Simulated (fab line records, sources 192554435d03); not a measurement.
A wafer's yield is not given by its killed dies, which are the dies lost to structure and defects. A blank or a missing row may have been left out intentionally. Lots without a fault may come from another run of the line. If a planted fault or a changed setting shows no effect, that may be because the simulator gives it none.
8D (eight disciplines) problem report, filled in by code + flow n5Finfet + the parts of the form that need people (team, actions taken, sign-off) are left out

== 1. WHAT IS WRONG ==
Wafers without a fault read 25.08 nm with a standard deviation of 0.25, while cdNm at N5_MOL_CONTACT_COAG_CD_MEAS_40 averages 16.15 nm across 3 wafers of 1 lot. Measured from the usual mean, that is -36 standard deviations.
The step: target cd 25.1 nm.
First seen on wafer L683.2, day 10 16:42, on cdSem-01. Wafers with a number at this step in the record: 24, from 8 lots. By rule, "out" or "out of limits" means more than 4 standard deviations away from the usual mean. The rest of the wafers with a number are treated as sound.

== 2. WHAT IT IS, AND WHAT IT ISN'T ==
| question                    | is                     | is not                                   |
|-----------------------------|------------------------|------------------------------------------|
| which readings at this step | cdNm                   | -                                        |
| which lots                  | L683                   | L662, L668, L669, L671, L672, L673, L676 |
| which wafers of those lots  | all that have a number | -                                        |
| read on which gauges        | cdSem-01               | cdSem-02, cdSem-03                       |
| when                        | from day 10 16:42      | up to then (21 sound wafers)             |

== 3. SUSPECTS, AND WHAT RULES EACH OUT ==
Counting: any tool at a process step up to the reading is kept as a suspect provided that every lot that is out went through it and no sound lot did after the first of them.
- the gauge at N5_MOL_CONTACT_COAG_CD_MEAS_40 has been ruled out. All the wafers that are out were read on cdSem-01, but those of them that N5_MOL_CONTACT_COAG_EXPOSE_37 has rows for are out there too, on other tools.
- rieDiel-03 at N5_MOL_CONTACT_COAG_ETCH_90 (etches SiARC in CF4, target depth 13 nm, time 21.7 s): kept. It ran the lot that is out, L683 (day 10 15:36), and no sound lot after that; its last sound lot up to then is L676 (day 9 01:26).
- rieDiel-03 at N5_MOL_CONTACT_COAG_ETCHBACK_135 (etches SiO2 in CHF3, target depth 25 nm, time 16.7 s): kept. It ran the lot that is out, L683 (day 10 16:01), and no sound lot after that; its last sound lot up to then is L676 (day 9 01:55).
- rieDiel-03 at N5_MOL_CONTACT_COAG_ETCH_47 (etches SiNx in CH3F/O2, stops on W, target depth 27 nm): kept. It ran the lot that is out, L683 (day 10 16:10), and no sound lot after that; its last sound lot up to then is L676 (day 9 02:03).
- euvScanner-01 at N5_MOL_CONTACT_COAG_EXPOSE_37 (exposes mask VD, defocus 0 nm): kept. It ran the lot that is out, L683 (day 10 16:34), and no sound lot after that; its last sound lot up to then is L673 (day 8 06:38). Its own exposureDoseMJCm2 readings are out on those wafers.
Left after counting: rieDiel-03 at N5_MOL_CONTACT_COAG_ETCH_90, rieDiel-03 at N5_MOL_CONTACT_COAG_ETCHBACK_135, rieDiel-03 at N5_MOL_CONTACT_COAG_ETCH_47, euvScanner-01 at N5_MOL_CONTACT_COAG_EXPOSE_37.

== 4. THE CAUSE (what the simulator had put in) ==
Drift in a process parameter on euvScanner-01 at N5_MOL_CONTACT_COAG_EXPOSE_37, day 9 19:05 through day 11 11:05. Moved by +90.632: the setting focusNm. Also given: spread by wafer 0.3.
This tool is one of the 4 suspects left after counting.

== 5. THE EFFECT CHAIN, in route order ==
Rows list readings where the struck wafers' mean (over those with a number) sits beyond 3 standard deviations from the usual. Only readings for which the record gives a usual standard deviation are gone through. hours: the time from each lot's start at the first step in this table that gives one to its start at this step, as a median over the lots. sigmas: the change in usual standard deviations.
| hours | step                            | reading             | usual    | on struck wafers | change | sigmas      |
|-------|---------------------------------|---------------------|----------|------------------|--------|-------------|
| 0     | N5_MOL_CONTACT_COAG_EXPOSE_37   | exposureDoseMJCm2   | 61.83    | 68.18            | +6.35  | +86         |
| 0     | N5_MOL_CONTACT_COAG_CD_MEAS_40  | cdNm                | 25.08 nm | 16.15            | -8.93  | -36         |
| 1     | N5_MOL_CONTACT_COAG_CD_MEAS_101 | cdNm                | 16.0 nm  | 6.9              | -9.1   | -24         |
| 173   | N5_PASSIVATION_PROBE_49         | defectLimitedYield  | 91.4 %   | 0.0              | -91.4  | -57         |
| 173   | N5_PASSIVATION_PROBE_49         | killedAtContacts    | 12       | 1103             | +1091  | +99 or more |
| 173   | N5_PASSIVATION_PROBE_49         | killedDies          | 101      | 1180             | +1079  | +57         |
| 173   | N5_PASSIVATION_PROBE_49         | killedOnRim         | 13       | 152              | +139   | +36         |
| 173   | N5_PASSIVATION_PROBE_49         | sort_bin_5_function | 5.0 %    | 15.3             | +10.3  | +9.4        |
| 173   | N5_PASSIVATION_PROBE_49         | sortNPass           | 1078     | 0                | -1078  | -54         |
| 173   | N5_PASSIVATION_PROBE_49         | sortYieldPct        | 91.3 %   | 0.0              | -91.3  | -54         |
The process steps in it:
- N5_MOL_CONTACT_COAG_EXPOSE_37: exposes mask VD, defocus 0 nm.
- N5_PASSIVATION_PROBE_49

== 6. HOW IT WOULD HAVE BEEN CAUGHT EARLIER ==
In this record the first reading out of limits at a measuring or inspecting step was taken at day 10 16:42, 22 hours after the fault began at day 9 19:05.
At N5_MOL_CONTACT_COAG_EXPOSE_37, the tool's own readings (exposureDoseMJCm2) were out on each struck wafer the step has a row for, so an alarm limit on them would have fired on the first such wafer.
Each of the lots that are out, 1 in all, had begun N5_MOL_CONTACT_COAG_EXPOSE_37 on euvScanner-01 no later than day 10 16:42. Had the tool been put on hold then, not one of them would have been saved.
